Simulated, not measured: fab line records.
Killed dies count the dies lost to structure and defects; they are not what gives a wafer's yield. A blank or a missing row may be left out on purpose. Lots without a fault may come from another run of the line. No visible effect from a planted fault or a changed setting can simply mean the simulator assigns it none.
Which tool did it? | flow n5Finfet | 66 wafers from 22 lots sampled at 6 of the route's 1938 steps

== WHAT EACH GAUGE READ, for each wafer ==
N5_MOL_CONTACT_COAG_THK_MEAS_53. Usual: for VIA_MOL_THK the level is 44.0 nm and the standard deviation is 0.64.
lot  | measured     | on           | VIA_MOL_THK (nm) | flag
L074 | day 5 10:06  | filmMetro-02 | 44.3 44.2 44.9   | 
L075 | day 5 15:51  | filmMetro-01 | 43.0 43.8 44.1   | 
L076 | day 5 16:40  | filmMetro-01 | 43.4 43.4 44.3   | 
L077 | day 5 22:34  | filmMetro-01 | 43.5 44.6 44.2   | 
L078 | day 6 05:46  | filmMetro-02 | 44.0 44.8 44.3   | 
L080 | day 6 18:59  | filmMetro-02 | 44.1 44.1 45.5   | 
L081 | day 7 00:20  | filmMetro-02 | 43.1 44.4 43.7   | 
L082 | day 7 04:57  | filmMetro-02 | 43.7 44.2 43.9   | 
L083 | day 7 13:12  | filmMetro-01 | 43.4 44.3 44.2   | 
L084 | day 7 16:05  | filmMetro-02 | 43.9 44.0 43.8   | 
L085 | day 7 22:52  | filmMetro-01 | 43.1 43.5 44.4   | 
L086 | day 8 08:21  | filmMetro-01 | 43.8 43.7 44.4   | 
L088 | day 8 17:21  | filmMetro-01 | 42.4 42.5 43.8   | 
L089 | day 9 09:24  | filmMetro-01 | 43.2 43.0 44.1   | 
L090 | day 9 10:46  | filmMetro-01 | 43.1 43.2 43.5   | 
L091 | day 10 04:07 | filmMetro-01 | 43.5 44.2 44.4   | 
L092 | day 10 04:58 | filmMetro-01 | 43.6 43.9 44.6   | 
L093 | day 10 09:25 | filmMetro-02 | 43.8 44.2 45.0   | 
L094 | day 10 16:19 | filmMetro-02 | 45.2 44.8 44.9   | 
L095 | day 10 20:06 | filmMetro-01 | 45.1 45.2 44.7   | 
L096 | day 11 03:43 | filmMetro-01 | 43.4 43.6 44.4   | 
L097 | day 11 04:50 | filmMetro-01 | 42.6 43.4 43.9   | 

N5_BEOL_M0_SAQP_INSPECT_42: inspects for defects (brightfield). Usual: rawDefectCount 265, standard deviation 58.
lot  | measured     | on               | rawDefectCount | flag
L074 | day 5 20:19  | defectInspect-01 | 198 158 153    | 
L075 | day 6 01:34  | defectInspect-01 | 333 340 305    | 
L076 | day 6 04:34  | defectInspect-01 | 295 269 214    | 
L077 | day 6 07:31  | defectInspect-02 | 137 192 239    | 
L078 | day 6 17:29  | defectInspect-01 | 302 256 197    | 
L080 | day 7 05:47  | defectInspect-02 | 318 333 259    | 
L081 | day 7 10:01  | defectInspect-02 | 253 249 225    | 
L082 | day 7 15:06  | defectInspect-02 | 163 256 214    | 
L083 | day 7 21:38  | defectInspect-01 | 355 282 281    | 
L084 | day 8 02:05  | defectInspect-02 | 210 179 238    | 
L085 | day 8 12:09  | defectInspect-01 | 202 310 259    | 
L086 | day 8 18:13  | defectInspect-01 | 169 245 273    | 
L088 | day 9 05:02  | defectInspect-01 | 246 233 180    | 
L089 | day 9 17:53  | defectInspect-02 | 258 304 277    | 
L090 | day 10 00:33 | defectInspect-02 | 268 266 308    | 
L091 | day 10 13:16 | defectInspect-02 | 325 289 277    | 
L092 | day 10 18:11 | defectInspect-01 | 328 270 221    | 
L093 | day 10 22:19 | defectInspect-01 | 205 347 196    | 
L094 | day 11 01:15 | defectInspect-01 | 314 212 212    | 
L095 | day 11 04:18 | defectInspect-02 | 210 285 371    | 
L096 | day 11 12:36 | defectInspect-01 | 277 245 274    | 
L097 | day 11 16:44 | defectInspect-02 | 365 302 238    | 

== EACH LOT AND THE TOOL THAT RAN IT (in order: tool; ch and the chambers of the sampled wafers; start) ==
lot  | N5_MOL_CONTACT_COAG_ETCH_47       | N5_MOL_CONTACT_COAG_ETCH_66       | N5_MOL_CONTACT_COAG_ETCHBACK_136  | N5_MOL_CONTACT_COAG_ETCH_124
L074 | rieDiel-01 ch 0,2,3, day 5 07:29  | rieDiel-01 ch 0,1, day 5 08:13    | rieDiel-04 ch 0,1,2, day 5 08:38  | rieDiel-04 ch 0,1,2, day 5 08:42
L075 | rieDiel-04 ch 0,2, day 5 13:29    | rieDiel-04 ch 0,2, day 5 14:20    | rieDiel-01 ch 0,2, day 5 14:43    | rieDiel-01 ch 0,2, day 5 14:47
L076 | rieDiel-05 ch 0,1,2, day 5 14:21  | rieDiel-01 ch 0,1,2, day 5 15:05  | rieDiel-05 ch 0,1,2, day 5 15:32  | rieDiel-05 ch 0,1,2, day 5 15:35
L077 | rieDiel-04 ch 0,1, day 5 20:08    | rieDiel-01 ch 0,1,3, day 5 20:52  | rieDiel-04 ch 0,1,2, day 5 21:26  | rieDiel-04 ch 0,1,2, day 5 21:29
L078 | rieDiel-05 ch 1,2,3, day 6 03:06  | rieDiel-05 ch 1,2,3, day 6 03:50  | rieDiel-05 ch 0,3, day 6 04:13    | rieDiel-05 ch 0,3, day 6 04:17
L080 | rieDiel-01 ch 0,1,2, day 6 16:38  | rieDiel-04 ch 0,2,3, day 6 17:29  | rieDiel-01 ch 0,2,3, day 6 17:52  | rieDiel-01 ch 0,2,3, day 6 17:55
L081 | rieDiel-04 ch 2,3, day 6 21:28    | rieDiel-04 ch 1,2,3, day 6 22:47  | rieDiel-01 ch 0,3, day 6 23:11    | rieDiel-01 ch 0,3, day 6 23:15
L082 | rieDiel-04 ch 0,2,3, day 7 02:05  | rieDiel-01 ch 0,3, day 7 03:25    | rieDiel-04 ch 0,1,2, day 7 03:48  | rieDiel-04 ch 0,1,2, day 7 03:52
L083 | rieDiel-04 ch 2,3, day 7 10:08    | rieDiel-05 ch 0,1, day 7 11:04    | rieDiel-01 ch 0,1,3, day 7 12:04  | rieDiel-01 ch 0,1,3, day 7 12:08
L084 | rieDiel-04 ch 0,1,3, day 7 13:41  | rieDiel-04 ch 0,1,3, day 7 14:28  | rieDiel-04 ch 0,1, day 7 14:58    | rieDiel-04 ch 0,1, day 7 15:01
L085 | rieDiel-01 ch 0,1,3, day 7 20:16  | rieDiel-05 ch 0,1,2, day 7 20:59  | rieDiel-04 ch 1,3, day 7 21:43    | rieDiel-04 ch 1,3, day 7 21:47
L086 | rieDiel-05 ch 0,1,2, day 8 05:43  | rieDiel-04 ch 1,3, day 8 06:50    | rieDiel-01 ch 1,2,3, day 8 07:13  | rieDiel-01 ch 1,2,3, day 8 07:17
L088 | rieDiel-01 ch 0,1,2, day 8 14:14  | rieDiel-05 ch 0,1,2, day 8 15:11  | rieDiel-04 ch 2,3, day 8 15:46    | rieDiel-04 ch 2,3, day 8 15:51
L089 | rieDiel-01 ch 0,3, day 8 21:51    | rieDiel-05 ch 0,2, day 9 07:17    | rieDiel-04 ch 0,3, day 9 07:41    | rieDiel-04 ch 0,3, day 9 07:46
L090 | rieDiel-04 ch 0,2, day 9 04:40    | rieDiel-01 ch 1,2, day 9 08:26    | rieDiel-04 ch 0,2,3, day 9 09:38  | rieDiel-04 ch 0,2,3, day 9 09:42
L091 | rieDiel-01 ch 0,1,3, day 10 01:50 | rieDiel-04 ch 2,3, day 10 02:34   | rieDiel-05 ch 1,3, day 10 02:58   | rieDiel-05 ch 1,3, day 10 03:02
L092 | rieDiel-01 ch 1,3, day 10 02:16   | rieDiel-05 ch 1,3, day 10 03:25   | rieDiel-01 ch 1,3, day 10 03:50   | rieDiel-01 ch 1,3, day 10 03:54
L093 | rieDiel-01 ch 0,1,3, day 10 07:10 | rieDiel-01 ch 0,3, day 10 07:53   | rieDiel-01 ch 0,1,3, day 10 08:16 | rieDiel-01 ch 0,1,3, day 10 08:20
L094 | rieDiel-01 ch 1,2,3, day 10 13:56 | rieDiel-05 ch 1,2,3, day 10 14:47 | rieDiel-04 ch 1,2,3, day 10 15:11 | rieDiel-04 ch 1,2,3, day 10 15:16
L095 | rieDiel-05 ch 1,2,3, day 10 17:20 | rieDiel-04 ch 0,1,3, day 10 18:11 | rieDiel-04 ch 0,1, day 10 18:58   | rieDiel-04 ch 0,1, day 10 19:02
L096 | rieDiel-04 ch 2,3, day 11 00:49   | rieDiel-05 ch 0,2, day 11 01:59   | rieDiel-05 ch 1,2,3, day 11 02:30 | rieDiel-05 ch 1,2,3, day 11 02:34
L097 | rieDiel-04 ch 0,1,2, day 11 01:25 | rieDiel-05 ch 1,2,3, day 11 03:07 | rieDiel-04 ch 1,2,3, day 11 03:42 | rieDiel-04 ch 1,2,3, day 11 03:46
- N5_MOL_CONTACT_COAG_ETCH_47: etches SiNx in CH3F/O2, stops on W, target depth 27 nm.
- N5_MOL_CONTACT_COAG_ETCH_66: etches SiARC in CF4, target depth 13 nm, time 21.7 s.
- N5_MOL_CONTACT_COAG_ETCHBACK_136: etches SiO2 in CHF3, target depth 25 nm, time 16.7 s.
- N5_MOL_CONTACT_COAG_ETCH_124: etches SiNx in CH3F/O2, stops on SiOC, target depth 6.5 nm.

== WHAT THE TOOLS THEMSELVES READ (means of the sampled wafers that have a number; where no wafer has one, the mark that the record gives instead) ==
N5_MOL_CONTACT_COAG_ETCH_47. Usual: drypumpMotorCurrentA 5.8 A, standard deviation 0.48; etchRfOnTimeS 31.2 s, standard deviation 0.44; oesProductAu 0.70 a.u., standard deviation 0.078; rfVppV 298 V, standard deviation 3; showerheadPlenumPTorr 2.01 Torr, standard deviation 0.043; throttleValvePct 16.44 %, standard deviation 0.19.
lot  | tool       | drypumpMotorCurrentA (A) | etchRfOnTimeS (s) | oesProductAu (a.u.) | rfVppV (V) | showerheadPlenumPTorr (Torr) | throttleValvePct (%) | flag
L074 | rieDiel-01 | 5.6                      | 30.9              | 0.72                | 299        | 2.01                         | 16.37                | 
L075 | rieDiel-04 | 5.8                      | 31.9              | 0.64                | 298        | 2.03                         | 16.58                | 
L076 | rieDiel-05 | 6.1                      | 31.3              | 0.71                | 297        | 2.07                         | 16.39                | 
L077 | rieDiel-04 | 6.2                      | 31.6              | 0.61                | 297        | 2.00                         | 16.53                | 
L078 | rieDiel-05 | 6.2                      | 31.0              | 0.71                | 296        | 2.01                         | 16.44                | 
L080 | rieDiel-01 | 5.7                      | 30.8              | 0.71                | 299        | 2.01                         | 16.36                | 
L081 | rieDiel-04 | 5.5                      | 30.9              | 0.79                | 297        | 2.03                         | 16.32                | 
L082 | rieDiel-04 | 5.8                      | 31.5              | 0.70                | 299        | 2.03                         | 16.45                | 
L083 | rieDiel-04 | 5.5                      | 31.5              | 0.71                | 297        | 2.02                         | 16.49                | 
L084 | rieDiel-04 | 6.0                      | 31.1              | 0.68                | 300        | 2.02                         | 16.43                | 
L085 | rieDiel-01 | 5.8                      | 30.8              | 0.72                | 297        | 1.99                         | 16.46                | 
L086 | rieDiel-05 | 6.1                      | 31.1              | 0.70                | 296        | 2.07                         | 16.43                | 
L088 | rieDiel-01 | 5.7                      | 31.1              | 0.69                | 300        | 2.01                         | 16.40                | 
L089 | rieDiel-01 | 5.6                      | 30.8              | 0.71                | 295        | 1.99                         | 16.51                | 
L090 | rieDiel-04 | 5.8                      | 31.1              | 0.71                | 298        | 2.01                         | 16.48                | 
L091 | rieDiel-01 | 5.8                      | 31.2              | 0.69                | 296        | 1.98                         | 16.50                | 
L092 | rieDiel-01 | 5.5                      | 31.2              | 0.67                | 295        | 1.99                         | 16.60                | 
L093 | rieDiel-01 | 5.8                      | 31.1              | 0.70                | 296        | 1.98                         | 16.50                | 
L094 | rieDiel-01 | 5.2                      | 30.9              | 0.74                | 298        | 2.01                         | 16.38                | 
L095 | rieDiel-05 | 6.2                      | 31.0              | 0.68                | 296        | 2.00                         | 16.50                | 
L096 | rieDiel-04 | 5.5                      | 31.3              | 0.73                | 298        | 2.02                         | 16.39                | 
L097 | rieDiel-04 | 6.0                      | 31.3              | 0.76                | 299        | 2.00                         | 16.30                | 

N5_MOL_CONTACT_COAG_ETCH_66. Usual: drypumpMotorCurrentA 5.9 A, standard deviation 0.47; etchRfOnTimeS 21.75 s, standard deviation 0.28; oesProductAu 0.67 a.u., standard deviation 0.065; rfVppV 184.2 V, standard deviation 0.94; showerheadPlenumPTorr 2.16 Torr, standard deviation 0.055; throttleValvePct 15.70 %, standard deviation 0.17.
lot  | tool       | drypumpMotorCurrentA (A) | etchRfOnTimeS (s) | oesProductAu (a.u.) | rfVppV (V) | showerheadPlenumPTorr (Torr) | throttleValvePct (%) | flag
L074 | rieDiel-01 | 5.9                      | 21.49             | 0.71                | 184.3      | 2.13                         | 15.63                | 
L075 | rieDiel-04 | 6.0                      | 22.16             | 0.60                | 184.3      | 2.18                         | 15.81                | 
L076 | rieDiel-01 | 5.7                      | 21.72             | 0.68                | 184.2      | 2.15                         | 15.60                | 
L077 | rieDiel-01 | 5.8                      | 21.52             | 0.71                | 184.4      | 2.13                         | 15.67                | 
L078 | rieDiel-05 | 6.2                      | 21.58             | 0.67                | 184.9      | 2.15                         | 15.69                | 
L080 | rieDiel-04 | 5.7                      | 22.12             | 0.67                | 183.8      | 2.18                         | 15.70                | 
L081 | rieDiel-04 | 5.7                      | 21.47             | 0.68                | 184.7      | 2.15                         | 15.72                | 
L082 | rieDiel-01 | 6.1                      | 21.62             | 0.72                | 184.5      | 2.12                         | 15.58                | 
L083 | rieDiel-05 | 6.0                      | 22.04             | 0.69                | 185.1      | 2.22                         | 15.59                | 
L084 | rieDiel-04 | 6.0                      | 21.71             | 0.65                | 184.3      | 2.16                         | 15.70                | 
L085 | rieDiel-05 | 6.1                      | 21.98             | 0.67                | 184.8      | 2.21                         | 15.68                | 
L086 | rieDiel-04 | 5.7                      | 21.57             | 0.72                | 184.2      | 2.17                         | 15.60                | 
L088 | rieDiel-05 | 6.1                      | 21.81             | 0.66                | 184.3      | 2.20                         | 15.69                | 
L089 | rieDiel-05 | 5.9                      | 21.88             | 0.64                | 185.1      | 2.22                         | 15.84                | 
L090 | rieDiel-01 | 5.2                      | 21.68             | 0.61                | 184.3      | 2.17                         | 15.71                | 
L091 | rieDiel-04 | 5.5                      | 21.87             | 0.70                | 184.3      | 2.17                         | 15.64                | 
L092 | rieDiel-05 | 6.4                      | 21.67             | 0.66                | 184.6      | 2.12                         | 15.60                | 
L093 | rieDiel-01 | 6.1                      | 21.87             | 0.69                | 183.1      | 2.11                         | 15.64                | 
L094 | rieDiel-05 | 6.2                      | 21.62             | 0.65                | 183.5      | 2.14                         | 15.75                | 
L095 | rieDiel-04 | 6.0                      | 21.59             | 0.77                | 184.4      | 2.16                         | 15.39                | 
L096 | rieDiel-05 | 5.9                      | 21.78             | 0.63                | 185.6      | 2.22                         | 15.87                | 
L097 | rieDiel-05 | 6.2                      | 21.71             | 0.64                | 183.7      | 2.14                         | 15.75                | 

N5_MOL_CONTACT_COAG_ETCHBACK_136. Usual: drypumpMotorCurrentA 5.8 A, standard deviation 0.47; oesProductAu 0.79 a.u., standard deviation 0.091; rfVppV 525 V, standard deviation 5.4; showerheadPlenumPTorr 2.40 Torr, standard deviation 0.048; throttleValvePct 18.81 %, standard deviation 0.19.
lot  | tool       | drypumpMotorCurrentA (A) | oesProductAu (a.u.) | rfVppV (V) | showerheadPlenumPTorr (Torr) | throttleValvePct (%) | flag
L074 | rieDiel-04 | 6.0                      | 0.70                | 526        | 2.40                         | 18.92                | 
L075 | rieDiel-01 | 6.0                      | 0.84                | 531        | 2.38                         | 18.64                | 
L076 | rieDiel-05 | 6.1                      | 0.79                | 524        | 2.46                         | 18.78                | 
L077 | rieDiel-04 | 6.0                      | 0.69                | 526        | 2.39                         | 18.93                | 
L078 | rieDiel-05 | 5.8                      | 0.83                | 526        | 2.45                         | 18.83                | 
L080 | rieDiel-01 | 5.6                      | 0.79                | 528        | 2.39                         | 18.77                | 
L081 | rieDiel-01 | 5.6                      | 0.82                | 520        | 2.37                         | 18.87                | 
L082 | rieDiel-04 | 6.0                      | 0.69                | 526        | 2.39                         | 18.96                | 
L083 | rieDiel-01 | 5.8                      | 0.81                | 521        | 2.37                         | 18.85                | 
L084 | rieDiel-04 | 6.2                      | 0.68                | 528        | 2.37                         | 18.92                | 
L085 | rieDiel-04 | 6.0                      | 0.75                | 527        | 2.37                         | 18.83                | 
L086 | rieDiel-01 | 5.2                      | 0.74                | 525        | 2.40                         | 18.87                | 
L088 | rieDiel-04 | 5.5                      | 0.78                | 523        | 2.40                         | 18.91                | 
L089 | rieDiel-04 | 6.0                      | 0.93                | 530        | 2.43                         | 18.51                | 
L090 | rieDiel-04 | 5.8                      | 0.84                | 527        | 2.41                         | 18.72                | 
L091 | rieDiel-05 | 6.4                      | 0.78                | 520        | 2.36                         | 18.72                | 
L092 | rieDiel-01 | 5.5                      | 0.75                | 519        | 2.37                         | 18.96                | 
L093 | rieDiel-01 | 5.8                      | 0.77                | 521        | 2.36                         | 18.89                | 
L094 | rieDiel-04 | 5.7                      | 0.84                | 526        | 2.38                         | 18.74                | 
L095 | rieDiel-04 | 6.2                      | 0.92                | 530        | 2.40                         | 18.50                | 
L096 | rieDiel-05 | 6.2                      | 0.76                | 522        | 2.38                         | 18.87                | 
L097 | rieDiel-04 | 5.7                      | 0.83                | 524        | 2.38                         | 18.75                | 

N5_MOL_CONTACT_COAG_ETCH_124. Usual: drypumpMotorCurrentA 5.8 A, standard deviation 0.47; oesProductAu 0.68 a.u., standard deviation 0.073; rfVppV 298 V, standard deviation 3; showerheadPlenumPTorr 2.01 Torr, standard deviation 0.043; throttleValvePct 16.40 %, standard deviation 0.2.
lot  | tool       | drypumpMotorCurrentA (A) | oesProductAu (a.u.) | rfVppV (V) | showerheadPlenumPTorr (Torr) | throttleValvePct (%) | flag
L074 | rieDiel-04 | 6.0                      | 0.60                | 298        | 2.01                         | 16.52                | 
L075 | rieDiel-01 | 6.0                      | 0.72                | 301        | 2.00                         | 16.22                | 
L076 | rieDiel-05 | 6.1                      | 0.68                | 298        | 2.07                         | 16.37                | 
L077 | rieDiel-04 | 6.0                      | 0.60                | 298        | 2.01                         | 16.53                | 
L078 | rieDiel-05 | 5.8                      | 0.71                | 299        | 2.06                         | 16.39                | 
L080 | rieDiel-01 | 5.5                      | 0.67                | 299        | 2.01                         | 16.36                | 
L081 | rieDiel-01 | 5.6                      | 0.69                | 295        | 1.99                         | 16.44                | 
L082 | rieDiel-04 | 6.0                      | 0.60                | 299        | 2.01                         | 16.56                | 
L083 | rieDiel-01 | 5.8                      | 0.69                | 296        | 1.99                         | 16.43                | 
L084 | rieDiel-04 | 6.2                      | 0.58                | 300        | 1.99                         | 16.53                | 
L085 | rieDiel-04 | 6.0                      | 0.66                | 299        | 1.99                         | 16.42                | 
L086 | rieDiel-01 | 5.3                      | 0.63                | 296        | 2.02                         | 16.48                | 
L088 | rieDiel-04 | 5.5                      | 0.67                | 297        | 2.02                         | 16.48                | 
L089 | rieDiel-04 | 6.0                      | 0.79                | 300        | 2.05                         | 16.09                | 
L090 | rieDiel-04 | 5.8                      | 0.73                | 299        | 2.03                         | 16.30                | 
L091 | rieDiel-05 | 6.4                      | 0.67                | 294        | 1.98                         | 16.32                | 
L092 | rieDiel-01 | 5.5                      | 0.64                | 295        | 1.99                         | 16.56                | 
L093 | rieDiel-01 | 5.8                      | 0.67                | 296        | 1.98                         | 16.48                | 
L094 | rieDiel-04 | 5.7                      | 0.72                | 299        | 2.00                         | 16.31                | 
L095 | rieDiel-04 | 6.2                      | 0.78                | 301        | 2.02                         | 16.07                | 
L096 | rieDiel-05 | 6.2                      | 0.65                | 296        | 2.00                         | 16.47                | 
L097 | rieDiel-04 | 5.8                      | 0.71                | 297        | 2.00                         | 16.32                | 

== THE ANSWER, worked out from the rows above alone ==
Rule: a lot is off if the mean of its wafers that have a number lies more than 3 standard deviations from the usual mean. A lot without any number at a reading at which 4 lots or more have one is off too. The other lots that the step has rows for count as sound. Order of review: gauges by route order, followed by the tools' own readings, for which a lot's mean as printed above is used. The first step at which some lot is off is used, and at that step the reading that is off furthest; a lot without a number counts as furthest.
None of the lots is off at any reading shown; this tells nothing.

== WHAT THE SIMULATOR HAD INSERTED ==
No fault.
